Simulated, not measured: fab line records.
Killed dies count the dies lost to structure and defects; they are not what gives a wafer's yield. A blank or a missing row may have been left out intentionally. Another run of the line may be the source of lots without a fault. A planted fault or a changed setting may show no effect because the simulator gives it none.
Chamber matching -- flow nand_harc -- NHARC_A_BLC_ETCH_18 on rie_diel-02: 4 sister chambers
The step etches the open film in C4F8/O2/Ar, target depth 910 nm. 4 wafers are shown with their chamber, then 7 later ones without.

## WAFERS, EACH WITH ITS CHAMBER
wafer,chamber,rf_vpp_V (V)
L722.1,0,983
L728.4,3,985
L731.2,2,971
L731.3,1,968

## WAFERS WHOSE CHAMBER IS MISSING
wafer,rf_vpp_V (V)
L731.5,984
L740.3,969
L740.4,982
L740.5,984
L741.1,968
L741.4,983
L741.5,983

## WHICH CHAMBER EACH WENT THROUGH
wafer,from the rows above,in truth
L731.5,can't be placed: 0 or 3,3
L740.3,can't be placed: 1 or 2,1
L740.4,0,0
L740.5,can't be placed: 0 or 3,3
L741.1,1,1
L741.4,0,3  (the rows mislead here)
L741.5,0,0
Placed correctly: 3 of 7. These rows do not allow placing 3 (true chamber among the candidates in 3). Wrongly placed: 1.
How it was worked out, from the rows above alone: a wafer's distance from a chamber is the root of the sum, over the readings, of the square of ((its reading less the chamber's mean) divided by the reading's scatter). If the next closest chamber is less than 2 further off than the closest, the wafer can't be placed; otherwise it belongs to the closest. The mean given for a chamber averages the wafers shown for that chamber. The scatter: with one shown wafer a chamber, the root of the mean of the squares of how far each hidden wafer lies from its nearest shown one.
